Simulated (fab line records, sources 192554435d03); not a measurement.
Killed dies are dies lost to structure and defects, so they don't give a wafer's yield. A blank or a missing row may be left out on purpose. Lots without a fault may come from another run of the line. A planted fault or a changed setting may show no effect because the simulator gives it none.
fab line records | flow n5_finfet
record lots=6 wafers=18 last_day=17
route steps=1938 shown BEOL_M3@994 BEOL_M4@1021 PASSIVATION@1936
lots that met no fault: from a run of the same line without faults
start_h: hours from the record's first day to the start of the lot's first wafer shown | wait_h: hours since the lot's step before | " the same as in the row above | L1.1+2: a row that stands for several wafers | - no value, or no start given | * or withheld: withheld | < > ~ a bound
route shown NAME@n: a module of which the file shows steps, and the number in the route of the first | usual: mean/standard deviation of fault-free wafers | same: alike in all rows | chamber/n: place in a boat | sites: the reading at each site | _std_site: their standard deviation | _edge_site: outer sites' mean less inner sites' | radius_mm: how far each site lies from the wafer's centre | mask NAME#n: copy n | behind: the tool/chamber that last shaped the wafer | hold: why the lot was held/for how many hours/how that ended | device: the transistor (n, p or np) that didn't switch | end of line: the same wafers' tests at the end of the route | a step without rows: its recipe alone | killed: dies lost to structure and defects at the first sort, not the wafer's yield | map: a wafer's dies, x killed, . not, _ none there
set.NAME: the setting as run; set.NAME@STEP: as run at that earlier step | model.NAME: the simulator's own value behind a step, which no gauge read
lots at some steps of the route; a table a step, a row a wafer
services: from which hour (start_h, from the record's first day; less than 0 if before it) a tool's chamber was out of use, for how many hours, and why
## steps
# step N5_BEOL_M3_SPUTTER_48
# recipe material=Cu target_thk_a=45 temp_c=-20 chamber_pressure_pa=0.07 power_w=withheld time_s=8.29
# step N5_BEOL_M3_ANNEAL_49
# recipe temp_c=400 time_s=240 ambient=vacuum
# step N5_BEOL_M3_SPUTTER_79
# recipe material=Cu target_thk_a=45 temp_c=-20 chamber_pressure_pa=0.07 power_w=withheld time_s=8.29
# usual chamber_pressure_pa=0.06996/0.00015 throttle_valve_pct=30.3/0.96
# columns lot.wafer tool chamber start_h wait_h chamber_pressure_pa throttle_valve_pct
L824.1 pvd_sputter-03 - 185.40 0.1 0.06999 31.0
L824.3 " - " " 0.07015 29.7
L824.6 " - " " 0.07001 31.3
L826.1 pvd_sputter-03 - 189.86 0.1 0.06995 31.6
L826.4 " - " " 0.07011 30.2
L826.5 " - " " 0.06998 31.4
L829.2 pvd_sputter-03 - 207.49 0.1 0.06983 29.7
L829.4 " - " " 0.07014 32.0
L829.5 " - " " 0.06956 30.3
L838.2 pvd_sputter-01 - 255.79 0.1 0.07008 30.2
L838.3 " - " " 0.0698 28.2
L838.4 " - " " 0.06989 30.7
L840.3 pvd_sputter-02 - 271.44 0.1 0.07016 31.7
L840.5 " - " " 0.06991 31.6
L840.6 " - " " 0.07015 29.5
L842.1 pvd_sputter-01 - 283.44 0.1 0.06992 28.2
L842.2 " - " " 0.07005 30.6
L842.5 " - " " 0.0698 30.2
# step N5_BEOL_M3_ANNEAL_80
# recipe temp_c=400 time_s=240 ambient=vacuum
# step N5_BEOL_M3_SPUTTER_81
# recipe material=Cu target_thk_a=45 temp_c=-20 chamber_pressure_pa=0.07 power_w=withheld time_s=8.29
# step N5_BEOL_M3_ANNEAL_82
# recipe temp_c=400 time_s=240 ambient=vacuum
# step N5_BEOL_M3_SPUTTER_86
# recipe material=Cu target_thk_a=45 temp_c=-20 chamber_pressure_pa=0.07 power_w=withheld time_s=8.29
# step N5_BEOL_M3_ANNEAL_87
# recipe temp_c=400 time_s=240 ambient=vacuum
# usual heater_power_w=843/86
# columns lot.wafer tool chamber start_h wait_h heater_power_w
L824.1 pvd_sputter-03 - 185.92 0.0 721
L824.3 " - " " 948
L824.6 " - " " 707
L826.1 pvd_sputter-03 - 190.38 0.0 806
L826.4 " - " " 938
L826.5 " - " " 717
L829.2 pvd_sputter-03 - 208.01 0.0 968
L829.4 " - " " 805
L829.5 " - " " 937
L838.2 pvd_sputter-01 - 256.31 0.0 715
L838.3 " - " " 849
L838.4 " - " " 901
L840.3 pvd_sputter-02 - 271.96 0.0 914
L840.5 " - " " 897
L840.6 " - " " 753
L842.1 pvd_sputter-01 - 283.96 0.0 829
L842.2 " - " " 883
L842.5 " - " " 704
# step N5_BEOL_M3_SPUTTER_88
# recipe material=Cu target_thk_a=45 temp_c=-20 chamber_pressure_pa=0.07 power_w=withheld time_s=8.29
# step N5_BEOL_M3_ANNEAL_89
# recipe temp_c=400 time_s=240 ambient=vacuum
# step N5_BEOL_M3_SPUTTER_90
# recipe material=Cu target_thk_a=45 temp_c=-20 chamber_pressure_pa=0.07 power_w=withheld time_s=8.29
# usual chamber_pressure_pa=0.07001/0.00015 throttle_valve_pct=30.3/0.97
# columns lot.wafer tool chamber start_h wait_h chamber_pressure_pa throttle_valve_pct
L824.1 pvd_sputter-03 - 186.28 0.1 0.07018 31.2
L824.3 " - " " 0.07016 30.0
L824.6 " - " " 0.07012 31.2
L826.1 pvd_sputter-03 - 190.74 0.1 0.07013 31.6
L826.4 " - " " 0.0701 30.0
L826.5 " - " " 0.06993 31.5
L829.2 pvd_sputter-03 - 208.37 0.1 0.06999 29.8
L829.4 " - " " 0.07028 31.7
L829.5 " - " " 0.06987 30.3
L838.2 pvd_sputter-01 - 256.67 0.1 0.07003 30.1
L838.3 " - " " 0.07013 28.1
L838.4 " - " " 0.07008 30.4
L840.3 pvd_sputter-02 - 272.32 0.1 0.06967 31.7
L840.5 " - " " 0.06988 32.0
L840.6 " - " " 0.06996 29.4
L842.1 pvd_sputter-01 - 284.32 0.1 0.07004 27.8
L842.2 " - " " 0.0699 30.5
L842.5 " - " " 0.07005 30.4
# step N5_BEOL_M3_ANNEAL_91
# recipe temp_c=400 time_s=240 ambient=vacuum
# step N5_BEOL_M3_SPUTTER_92
# recipe material=Cu target_thk_a=45 temp_c=-20 chamber_pressure_pa=0.07 power_w=withheld time_s=8.29
# usual chamber_pressure_pa=0.07001/0.00014 throttle_valve_pct=30.3/0.96
# columns lot.wafer tool chamber start_h wait_h chamber_pressure_pa throttle_valve_pct
L824.1 pvd_sputter-03 - 186.50 0.1 0.07004 31.3
L824.3 " - " " 0.0703 29.8
L824.6 " - " " 0.06998 31.5
L826.1 pvd_sputter-03 - 190.96 0.1 0.06974 31.4
L826.4 " - " " 0.07017 30.3
L826.5 " - " " 0.07003 31.3
L829.2 pvd_sputter-03 - 208.59 0.1 0.07014 29.8
L829.4 " - " " 0.06997 31.6
L829.5 " - " " 0.07008 30.3
L838.2 pvd_sputter-01 - 256.89 0.1 0.07016 30.2
L838.3 " - " " 0.06993 28.1
L838.4 " - " " 0.06986 30.4
L840.3 pvd_sputter-02 - 272.54 0.1 0.07026 31.6
L840.5 " - " " 0.07019 31.9
L840.6 " - " " 0.07001 29.8
L842.1 pvd_sputter-01 - 284.54 0.1 0.07025 28.3
L842.2 " - " " 0.06987 30.6
L842.5 " - " " 0.06986 30.1
# step N5_BEOL_M3_ANNEAL_93
# recipe temp_c=400 time_s=240 ambient=vacuum
# step N5_BEOL_M3_SPUTTER_94
# recipe material=Cu target_thk_a=45 temp_c=-20 chamber_pressure_pa=0.07 power_w=withheld time_s=8.29
# step N5_BEOL_M3_ANNEAL_95
# recipe temp_c=400 time_s=240 ambient=vacuum
# step N5_BEOL_M3_SPUTTER_96
# recipe material=Cu target_thk_a=45 temp_c=-20 chamber_pressure_pa=0.07 power_w=withheld time_s=8.29
# step N5_BEOL_M3_ECD_50
# recipe material=Cu target_thk_a=3000
# step N5_BEOL_M3_ANNEAL_51
# recipe temp_c=225 time_s=90 ambient=N2
# step N5_BEOL_M3_CMP_52
# recipe stop_on=SiOC t_overpolish_s=6.8 down_force_psi=1 platen_rpm=50 clearing_platen_down_force_psi=1.5 clearing_platen_rpm=50 post_cmp_clean=cu_alkaline target_thk_nm=40 clearing_platen_pad_velocity_m_s=0.99484 pad_velocity_m_s=0.99484
# step N5_BEOL_M3_PRE_CLEAN_60
# recipe gas=NH3/H2 time_s=15 temp_c=* rf_power_w=300
# usual heater_power_w=90/18
# columns lot.wafer tool chamber start_h wait_h heater_power_w
L824.1 cvd_co-01 2 187.78 0.0 111
L824.3 " 0 " " 83
L824.6 " 1 " " 117
L826.1 cvd_co-02 1 192.29 0.0 65
L826.4 " 1 " " 66
L826.5 " 2 " " 81
L829.2 cvd_co-02 0 209.85 0.0 85
L829.4 " 2 " " 77
L829.5 " 0 " " 83
L838.2 cvd_co-02 2 258.45 0.3 79
L838.3 " 0 " " 84
L838.4 " 1 " " 66
L840.3 cvd_co-02 0 273.81 0.0 85
L840.5 " 1 " " 64
L840.6 " 2 " " 79
L842.1 cvd_co-01 1 285.82 0.0 117
L842.2 " 0 " " 85
L842.5 " 0 " " 82
# step N5_BEOL_M3_CO_CAP_55
# recipe material=Co target_thk_a=20 temp_c=200 precursor=CCTBA/H2 pressure_torr=30 time_s=102.1
# usual heater_power_w=242/23
# columns lot.wafer tool chamber start_h wait_h heater_power_w
L824.1 cvd_co-01 2 187.82 0.0 270
L824.3 " 0 " " 232
L824.6 " 1 " " 273
L826.1 cvd_co-02 1 192.33 0.0 211
L826.4 " 1 " " 210
L826.5 " 2 " " 220
L829.2 cvd_co-02 0 209.89 0.0 230
L829.4 " 2 " " 226
L829.5 " 0 " " 235
L838.2 cvd_co-02 2 258.49 0.0 231
L838.3 " 0 " " 238
L838.4 " 1 " " 206
L840.3 cvd_co-02 0 273.85 0.0 233
L840.5 " 1 " " 212
L840.6 " 2 " " 230
L842.1 cvd_co-01 1 285.86 0.0 273
L842.2 " 0 " " 234
L842.5 " 0 " " 235
# step N5_BEOL_M3_PRE_CLEAN_56
# recipe gas=NH3 time_s=15 temp_c=withheld rf_power_w=300
# step N5_BEOL_M3_DEP_57
# recipe material=SiCN target_thk_a=80 temp_c=withheld precursor=3MS/NH3 pressure_torr=3 rf_w=202 time_s=14
# step N5_BEOL_M3_RS_MEAS_58
# recipe thk_meas_gauge=four-point-probe reads=Co_of_BEOL_M3_CO_CAP_55+Cu_of_BEOL_M3_ECD_50+Co_of_BEOL_M3_CVD_47+TaN_of_BEOL_M3_ALD_84
# usual M3_RS=0.67/0.032
# columns lot.wafer tool chamber start_h wait_h M3_RS[ohm/sq]
L824.1 film_metro-01 - 188.01 0.1 0.66
L824.3 " - " " 0.66
L824.6 " - " " 0.66
L826.1 film_metro-02 - 192.52 0.0 0.68
L826.4 " - " " 0.62
L826.5 " - " " 0.60
L829.2 film_metro-02 - 210.07 0.1 0.75
L829.4 " - " " 0.67
L829.5 " - " " 0.65
L838.2 film_metro-01 - 258.67 0.1 0.70
L838.3 " - " " 0.65
L838.4 " - " " 0.71
L840.3 film_metro-02 - 274.03 0.1 0.69
L840.5 " - " " 0.67
L840.6 " - " " 0.66
L842.1 film_metro-02 - 286.04 0.0 0.63
L842.2 " - " " 0.69
L842.5 " - " " 0.66
# step N5_BEOL_M4_ILD_DEP_00
# recipe material=SiOC target_thk_a=790 temp_c=350 precursor=DEMS/O2 pressure_torr=5 rf_w=500 time_s=15.3
# step N5_BEOL_M4_THK_MEAS_01
# recipe reads=SiOC_of_BEOL_M4_ILD_DEP_00
# usual M4_ILD_THK=78.9/1
# columns lot.wafer tool chamber start_h wait_h M4_ILD_THK[nm]
L824.1 film_metro-01 - 188.14 0.0 76.6
L824.3 " - " " 77.9
L824.6 " - " " 78.7
L826.1 film_metro-02 - 192.65 0.0 78.1
L826.4 " - " " 80.0
L826.5 " - " " 81.5
L829.2 film_metro-01 - 210.20 0.1 77.3
L829.4 " - " " 79.0
L829.5 " - " " 79.8
L838.2 film_metro-02 - 258.82 0.1 78.5
L838.3 " - " " 78.0
L838.4 " - " " 79.4
L840.3 film_metro-01 - 274.16 0.1 78.8
L840.5 " - " " 79.8
L840.6 " - " " 80.0
L842.1 film_metro-02 - 286.17 0.0 78.4
L842.2 " - " " 79.0
L842.5 " - " " 81.0
# step N5_BEOL_M4_PECVD_72
# recipe material=SiO2 target_thk_a=160 temp_c=400 precursor=TEOS/O2 pressure_torr=5.5 rf_w=450 teos_flow_sccm=53.8 gas=O2 flow_sccm=3000 time_s=18
# step N5_BEOL_M4_HM_DEP_02
# recipe material=TiN target_thk_a=200 temp_c=25 chamber_pressure_pa=0.49996
# step N5_BEOL_M4_COAT_61
# recipe resist=SOC temp_c=250 time_s=60 spin_rpm=1500 resist_thk_nm=60
# step N5_BEOL_M4_COAT_62
# recipe resist=SiARC temp_c=220 time_s=60 spin_rpm=1500 resist_thk_nm=12
# step N5_BEOL_M4_COAT_73
# recipe resist=underlayer temp_c=205 time_s=60 spin_rpm=1500 resist_thk_nm=5
# step N5_BEOL_M4_COAT_05
# recipe resist=CAR-EUV spin_rpm=1500 resist_thk_nm=30
# step N5_BEOL_M4_EBR_07
# recipe solvent=PGMEA ebr_width_mm=1.5
# step N5_BEOL_M4_SOFTBAKE_06
# recipe temp_c=110 time_s=60 resist=CAR-EUV
# step N5_BEOL_M4_EXPOSE_08
# recipe mask_id=M4 na=0.33 source_shape=dipole sigma_inner=0.369 sigma_outer=0.767 polarization=unpolarized dose_mj=41.25
# step N5_BEOL_M4_PEB_09
# recipe peb_temp_c=100 peb_time_s=60 resist=CAR-EUV
# step N5_BEOL_M4_DEVELOP_10
# recipe develop_time_s=30 developer=TMAH resist=CAR-EUV rinse_liquid=surfactant_rinse dry=air_spin dev_temp_c=23
# step N5_BEOL_M4_CD_MEAS_11
# recipe target_cd_nm=16.79 landing_energy_ev=500 detector=se_inlens polarity=opening
# usual cd_nm=16.83/0.24
# columns lot.wafer tool chamber start_h wait_h cd_nm
L824.1 cd_sem-03 0 189.21 - 17.03
L824.3 " 0 " " 17.07
L824.6 " 0 " " 16.98
L826.1 cd_sem-03 0 193.85 - 16.67
L826.4 " 0 " " 16.66
L826.5 " 0 " " 16.79
L829.2 cd_sem-02 0 214.59 - 16.84
L829.4 " 0 " " 17.10
L829.5 " 0 " " 16.70
L838.2 cd_sem-03 0 260.78 - 17.28
L838.3 " 0 " " 16.65
L838.4 " 0 " " 16.62
L840.3 cd_sem-03 0 275.97 - 16.96
L840.5 " 0 " " 16.82
L840.6 " 0 " " 16.59
L842.1 cd_sem-03 0 287.88 - 17.30
L842.2 " 0 " " 17.09
L842.5 " 0 " " 16.70
# step N5_BEOL_M4_OVL_MEAS_12
# recipe points_per_wafer=522
# usual M4_OVL=0.0/0.65
# columns lot.wafer tool chamber start_h wait_h M4_OVL[nm]
L824.1 overlay-01 0 189.24 0.0 0.8
L824.3 " 0 " " 0.5
L824.6 " 0 " " -0.1
L826.1 overlay-01 0 193.88 0.0 -0.4
L826.4 " 0 " " -0.6
L826.5 " 0 " " -0.1
L829.2 overlay-01 0 214.63 0.0 -0.8
L829.4 " 0 " " -0.1
L829.5 " 0 " " 0.5
L838.2 overlay-01 0 260.82 0.0 0.5
L838.3 " 0 " " 0.6
L838.4 " 0 " " -0.3
L840.3 overlay-01 0 276.01 0.0 0.0
L840.5 " 0 " " -1.0
L840.6 " 0 " " -0.1
L842.1 overlay-02 0 287.91 0.0 0.3
L842.2 " 0 " " 0.3
L842.5 " 0 " " -0.1
# step N5_PASSIVATION_PROBE_49
# usual defect_limited_yield=91.6/1.4 killed_at_M0_to_M3=35/10 killed_at_M4_up=13/4.8 killed_at_contacts=12/7.2 killed_at_front_end=36/12 killed_at_other=4/3.1 killed_dies=100/17 killed_open=66/13 killed_short=32/7.3 sort_bin_5_function=5.0/0.94 sort_bin_6_memory=3.1/0.67 sort_n_pass=1080/17 sort_yield_pct=91.6/1.4
# same gross_dies=1180 killed_at_back_side=0 sort_bin_4_leakage[%]=0 sort_bin_8_speed[%]=0
# columns lot.wafer tool chamber start_h wait_h defect_limited_yield[%] killed_at_M0_to_M3 killed_at_M4_up killed_at_contacts killed_at_front_end killed_at_other killed_dies killed_open killed_short sort_bin_5_function[%] sort_bin_6_memory[%] sort_n_pass sort_yield_pct[%]
L826.1 prober-02 - 323.37 0.0 82.4 147 17 6 37 1 208 65 34 10.8 4.6 972 82.4
L826.4 prober-02 - 323.52 0.2 88.1 82 13 12 29 5 141 68 25 7.7 3.6 1039 88.1
L826.5 prober-02 - 323.57 0.2 86.8 87 8 15 43 3 156 73 31 7.2 4.3 1024 86.8
L829.2 prober-02 - 342.26 0.1 82.2 147 11 13 37 2 210 71 25 11.1 4.7 970 82.2
L829.4 prober-02 - 342.36 0.2 83.3 144 8 4 35 6 197 65 29 10.9 4.2 983 83.3
L829.5 prober-02 - 342.41 0.2 89.9 74 6 5 27 7 119 52 20 6.5 2.7 1061 89.9
L838.2 prober-02 - 418.19 0.1 92.6 26 8 17 34 2 87 49 35 4.2 3.0 1093 92.6
L838.3 prober-02 - 418.24 0.1 91.4 34 19 15 29 5 102 79 22 5.3 3.2 1078 91.4
L838.4 prober-02 - 418.29 0.2 92.5 22 6 9 35 17 89 54 31 4.7 2.4 1091 92.5
L842.1 prober-01 - 418.56 0.0 91.7 22 20 8 44 4 98 71 27 4.5 3.4 1082 91.7
L842.2 prober-01 - 418.61 0.1 92.4 49 8 1 29 3 90 65 24 4.1 3.2 1090 92.4
L842.5 prober-01 - 418.76 0.2 92.0 38 7 5 44 0 94 59 35 5.0 2.6 1086 92.0
# killed by level:class
L826.1 BEOL_M3:unspecified=103 BEOL_M2:geometric_particle:open=11 FIN_SAQP:geometric_particle:open=8 BEOL_M1:geometric_particle:open=7 BEOL_M0_SAQP:geometric_particle:short=7 BEOL_M3:geometric_particle:open=6 BEOL_M4:geometric_particle:short=6 BEOL_M0_SAQP:geometric_particle:open=5
L826.4 BEOL_M3:unspecified=48 BEOL_M2:geometric_particle:open=10 MOL_CONTACT_COAG:geometric_particle:open=9 BEOL_M4:geometric_particle:open=8 GATE_CUT:geometric_particle:open=6 BEOL_M0_SAQP:geometric_particle:open=6 BEOL_M1:geometric_particle:open=6 GATE_CUT:geometric_particle:short=5
L826.5 BEOL_M3:unspecified=51 FIN_SAQP:geometric_particle:open=13 MOL_CONTACT_COAG:geometric_particle:open=12 BEOL_M1:geometric_particle:open=11 BEOL_M0_SAQP:geometric_particle:open=9 GATE_CUT:geometric_particle:open=5 SPACER0:geometric_particle:short=4 BEOL_M0_SAQP:geometric_particle:short=4
L829.2 BEOL_M3:unspecified=112 BEOL_M3:geometric_particle:open=14 MOL_CONTACT_COAG:geometric_particle:open=11 BEOL_M1:geometric_particle:open=7 FIN_SAQP:geometric_particle:open=6 DUMMY_GATE:geometric_particle:open=6 BEOL_M0_SAQP:geometric_particle:short=6 GATE_CUT:geometric_particle:short=6
L829.4 BEOL_M3:unspecified=102 STI_FIN_REVEAL:geometric_particle:open=16 BEOL_M1:geometric_particle:open=9 BEOL_M0_SAQP:geometric_particle:open=8 BEOL_M0_SAQP:geometric_particle:short=8 BEOL_M3:geometric_particle:open=6 DUMMY_GATE:geometric_particle:open=5 BEOL_M1:geometric_particle:short=5
L829.5 BEOL_M3:unspecified=44 BEOL_M3:geometric_particle:open=14 STI_FIN_REVEAL:geometric_particle:open=5 MOL_CONTACT_COAG:geometric_particle:open=5 GATE_CUT:geometric_particle:open=4 BEOL_M0_SAQP:geometric_particle:short=4 FIN_SAQP:geometric_particle:open=3 BEOL_M0_SAQP:geometric_particle:open=3
L838.2 MOL_CONTACT_COAG:geometric_particle:open=14 BEOL_M2:geometric_particle:open=7 BEOL_M2:geometric_particle:short=7 DUMMY_GATE:geometric_particle:open=6 FIN_SAQP:geometric_particle:short=5 GATE_CUT:geometric_particle:open=4 BEOL_M0:geometric_particle:short=4 MOL_CONTACT_COAG:geometric_particle:short=3
L838.3 MOL_CONTACT_COAG:geometric_particle:open=14 BEOL_M1:geometric_particle:open=13 BEOL_M4:geometric_particle:open=9 BEOL_M8:geometric_particle:open=9 FIN_SAQP:geometric_particle:open=6 BEOL_M0_SAQP:geometric_particle:open=5 BEOL_M2:geometric_particle:open=4 FIN_SAQP:geometric_particle:short=3
L838.4 FIN_SAQP:geometric_particle:short=8 MOL_CONTACT_COAG:geometric_particle:open=7 BEOL_M1:geometric_particle:open=7 PAD_METAL:geometric_particle:short=6 BEOL_M2:geometric_particle:open=6 FIN_SAQP:geometric_particle:open=4 DUMMY_GATE:geometric_particle:open=4 SPACER0:geometric_particle:open=4
L842.1 STI_FIN_REVEAL:geometric_particle:open=12 BEOL_M4:geometric_particle:open=10 MOL_CONTACT_COAG:geometric_particle:open=8 BEOL_M2:geometric_particle:open=6 GATE_CUT:geometric_particle:short=5 FIN_SAQP:geometric_particle:open=4 FIN_SAQP:geometric_particle:short=4 BEOL_M0_SAQP:geometric_particle:open=4
L842.2 STI_FIN_REVEAL:geometric_particle:open=10 BEOL_M2:geometric_particle:open=10 BEOL_M3:geometric_particle:open=10 BEOL_M0_SAQP:geometric_particle:open=9 BEOL_M0_SAQP:geometric_particle:short=7 BEOL_M1:geometric_particle:open=7 DUMMY_GATE:geometric_particle:open=5 BEOL_M4:geometric_particle:open=5
L842.5 BEOL_M0_SAQP:geometric_particle:open=16 STI_FIN_REVEAL:geometric_particle:open=9 BEOL_M0_SAQP:geometric_particle:short=9 FIN_SAQP:geometric_particle:open=8 GATE_CUT:geometric_particle:short=8 FIN_SAQP:geometric_particle:short=5 MOL_CONTACT_COAG:geometric_particle:open=4 BEOL_M1:geometric_particle:open=4
# map L826.1 (x killed, . not)
_________________x...........________________
______________......x..x...x...._____________
___________...........x.x...xx..xxx__________
__________..................x......._________
________......x.........x............._______
_______......................x.x.......______
______.......................x......x..._____
_____............x......x.......x...x....____
____.........x................x...x.......___
___..............x..x......................__
___................x..............x........__
__...........x...............x.............._
__.................x....x.....xx............_
_.................xx.x.......................
_..............x...x.x.x.x.x.................
_....x..........xxxxxxxxxxxx.....x..x.......x
_...x..........xxx.xxxx.xx.xxxx..............
_.................xxxxxxxx..xxx.........xx...
_..x.............xxxxxxxxxxxxx...............
_................xxxxxxxxxx.xx....x.........x
_x.............x...xxxxxxxxxx...x............
__....x...x..x...xx.xxxxxxx...x...x........._
__...............xxxxxxxxxx.x..............._
___...x.............xxxx.xx..xx..x..x......__
___.x..........x..xxxxxxxx..x.........x...x__
____x...x..................x..x......x....___
_____........x......x.x..................____
______.....................x.x.........._____
_______..............x.x...........x...______
________................xx...x....xx.._______
__________x..x.......x.............._________
___________....x......x......x.xxx.__________
______________.........x........_____________
_________________.xx........x________________
# map L829.2 (x killed, . not)
_________________............________________
______________........x........._____________
___________.x......................__________
__________..........x..............._________
________....x.................x......._______
_______...x..x..........x...........x..______
______.....x............................_____
_____........x.......x.x...............x.____
____....x....x..x.......x......x.......x..___
___...x...........x.x...........xx.........__
___......x.......x..........x.x....x.......__
__x.........x.x........x...................._
__.......x............................x....._
_x.x......................................xx.
_x..x......x.........xx.........x............
_.............................x..............
_..........x.................................
_x.....x...x..x....x......x.................x
_...x..................x.....................
_.xx..........x......................xx......
_...xx.........xx.x.xxx.....xx.x.....x.......
__............xx.x.x...........x............_
__.......x......xxxxx...x.................x._
___........x..x.xxxxxx.xx.x..x.............__
___.........x.xxxxxxxxxxx.xxx....xx........__
____..x.....xxx.xxxxxxx.xxxx............x.___
_____..........xxxxxxxxxxx....x..........____
______.......xxxxxxxxxxxxxx............x_____
_______..x....xxxxxxxxxxx.xx.xx........______
________.....x..xxxxxxxx.x.xx..x...x.._______
__________.x...xxxxxxxx............._________
___________.x....xxx.x..x....x.....__________
______________..x.xxx.x........._____________
_________________............________________
## services
# columns tool chamber start_h hours kind
pvd_sputter-02 - 168.67 3.0 repair
cvd_co-01 - 172.67 4.3 pm
cvd_co-02 - 214.02 0.4 repair
cvd_co-01 2 254.90 3.5 repair
cvd_co-02 - 255.23 0.4 repair
pvd_sputter-01 - 272.01 0.5 repair
## key
first_sign step=N5_PASSIVATION_PROBE_49 reading=killed_at_M0_to_M3 direction=up sigmas=7.5 usual=35 struck=114
effect step=N5_PASSIVATION_PROBE_49 reading=killed_dies direction=up sigmas=4.3 usual=100 struck=172
more_kills_born_at N5_BEOL_M3_SPUTTER_92@pvd_sputter-03=460
met_at N5_BEOL_M3_SPUTTER_92
struck_wafers L826.1,L826.4,L826.5,L829.2,L829.4,L829.5
onset_between 186.50 190.96
also_fits N5_BEOL_M3_SPUTTER_79:pvd_sputter-03,N5_BEOL_M3_ANNEAL_87:pvd_sputter-03,N5_BEOL_M3_SPUTTER_90:pvd_sputter-03
fault kind=chamber_particle_source tool=pvd_sputter-03 chamber=- onset_h=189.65 steps=N5_BEOL_M3_SPUTTER_92 rate_per_visit_cm2=0.45643 end_h=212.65
